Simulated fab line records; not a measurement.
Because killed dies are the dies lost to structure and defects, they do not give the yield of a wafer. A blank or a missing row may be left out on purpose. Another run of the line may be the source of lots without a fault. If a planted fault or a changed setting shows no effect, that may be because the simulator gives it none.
Split-lot experiment | flow n5Finfet | route with 1938 steps; 7 lots, 39 wafers read

== ABOUT THE SPLIT ==
At N5_ZERO_LAYER_DEVELOP_10 (develop time 60 s), the setting developTimeS was moved away from the recipe's 60 s on 12 of the 39 wafers read, by -58.9% to +36.7%. This setting was run at the recipe's value on the other wafers.

== BETWEEN THE SPLIT AND THE READING: the file shows 1 step in between ==
- N5_ZERO_LAYER_HARDBAKE_23: time 120 s

== THE READING ==
cdNm (nm) at N5_ZERO_LAYER_CD_MEAS_11, where the cd target is 2000 nm. A value of 2000.5 nm with a standard deviation of 2.3 nm is what fault-free wafers of this fab line usually give.

wafer  | tool, chamber at the split | developTimeS as run, s | against the recipe | cdNm, nm | against lot-mates on the recipe
L074.1 | lithoTrack-05, 0           | 60                     | recipe             | 2000.5   | -
L074.2 | lithoTrack-05, 0           | 60                     | recipe             | 2004.6   | -
L074.3 | lithoTrack-05, 0           | 42.27                  | -29.5%             | 1993.2   | -8.8
L074.4 | lithoTrack-05, 0           | 42.27                  | -29.5%             | 1994.6   | -7.4
L074.5 | lithoTrack-05, 0           | 42.27                  | -29.5%             | 1993.1   | -8.9
L074.6 | lithoTrack-05, 0           | 60                     | recipe             | 2000.8   | -
L078.1 | lithoTrack-02, 0           | 82                     | +36.7%             | 2007.2   | +5.4
L078.2 | lithoTrack-02, 0           | 82                     | +36.7%             | 2010.2   | +8.4
L078.3 | lithoTrack-02, 0           | 60                     | recipe             | 2004.0   | -
L078.4 | lithoTrack-02, 0           | 82                     | +36.7%             | 2007.5   | +5.7
L078.5 | lithoTrack-02, 0           | 60                     | recipe             | 1999.1   | -
L078.6 | lithoTrack-02, 0           | 60                     | recipe             | 2002.4   | -
L083.2 | lithoTrack-05, 0           | 60                     | recipe             | 2002.2   | -
L083.4 | lithoTrack-05, 0           | 60                     | recipe             | 2001.5   | -
L083.6 | lithoTrack-05, 0           | 60                     | recipe             | 1999.2   | -
L085.1 | lithoTrack-01, 0           | 60                     | recipe             | 1999.3   | -
L085.2 | lithoTrack-01, 0           | 60                     | recipe             | 2000.3   | -
L085.3 | lithoTrack-01, 0           | 60                     | recipe             | 2000.0   | -
L085.4 | lithoTrack-01, 0           | 60                     | recipe             | 1996.5   | -
L085.5 | lithoTrack-01, 0           | 60                     | recipe             | 2001.3   | -
L085.6 | lithoTrack-01, 0           | 60                     | recipe             | 2001.4   | -
L091.1 | lithoTrack-01, 0           | 24.65                  | -58.9%             | 1979.2   | -18.9
L091.2 | lithoTrack-01, 0           | 60                     | recipe             | 1995.9   | -
L091.3 | lithoTrack-01, 0           | 24.65                  | -58.9%             | 1980.7   | -17.4
L091.4 | lithoTrack-01, 0           | 24.65                  | -58.9%             | 1981.0   | -17.1
L091.5 | lithoTrack-01, 0           | 60                     | recipe             | 2000.5   | -
L091.6 | lithoTrack-01, 0           | 60                     | recipe             | 1997.9   | -
L092.1 | lithoTrack-05, 0           | 69.76                  | +16.3%             | 2003.7   | +4.5
L092.2 | lithoTrack-05, 0           | 69.76                  | +16.3%             | 2001.1   | +1.9
L092.3 | lithoTrack-05, 0           | 60                     | recipe             | 1997.6   | -
L092.4 | lithoTrack-05, 0           | 69.76                  | +16.3%             | 2007.0   | +7.8
L092.5 | lithoTrack-05, 0           | 60                     | recipe             | 1998.7   | -
L092.6 | lithoTrack-05, 0           | 60                     | recipe             | 2001.3   | -
L094.1 | lithoTrack-01, 0           | 60                     | recipe             | 1997.6   | -
L094.2 | lithoTrack-01, 0           | 60                     | recipe             | 1997.9   | -
L094.3 | lithoTrack-01, 0           | 60                     | recipe             | 1997.1   | -
L094.4 | lithoTrack-01, 0           | 60                     | recipe             | 1994.8   | -
L094.5 | lithoTrack-01, 0           | 60                     | recipe             | 1999.1   | -
L094.6 | lithoTrack-01, 0           | 60                     | recipe             | 1999.3   | -

FIT RESULTS
A straight line over all 39 wafers: cdNm changes by +0.285 nm for each +1% of developTimeS; r = +0.93; the points scatter about the line by 2.4 nm.
The same after taking each lot's own level away (the mean of its wafers on the recipe; 39 wafers): +0.268 nm for each +1%; r = +0.95; scatter 2 nm.
That fit puts the effect of the largest move of developTimeS on the reading at 16 nm.
Measured against the standard deviation above, the lots' own levels, which go from 1997.63 to 2001.97 nm, span 1.9 times it.
Hence the lot-to-lot level has little effect on the slope; both slopes agree.
Check: with one of the wafers moved furthest among these (-58.9%) left out of the fit, the line predicts -15.5 nm for it against its lot-mates. Against them it came out at -18.9 nm.

== THE WHOLE CHAIN: every reading that the file lists as answering this split, in the file's order ==
step                     | what it does             | reading                                                          | change (the file's fit)               | r (the file's)
N5_ZERO_LAYER_CD_MEAS_11 | target cd 2000 nm        | cdNm                                                             | +0.27 nm for each +1% of the setting  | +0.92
N5_ZERO_LAYER_DESCUM_16  | chemistry O2, time 7.9 s | ZERO_LAYER.cdNm (the simulator's own value, which no gauge read) | +0.266 nm for each +1% of the setting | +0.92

== THE FILE'S OWN FIT ==
cdNm changes by +0.27 nm for each +1% of developTimeS, r = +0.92.
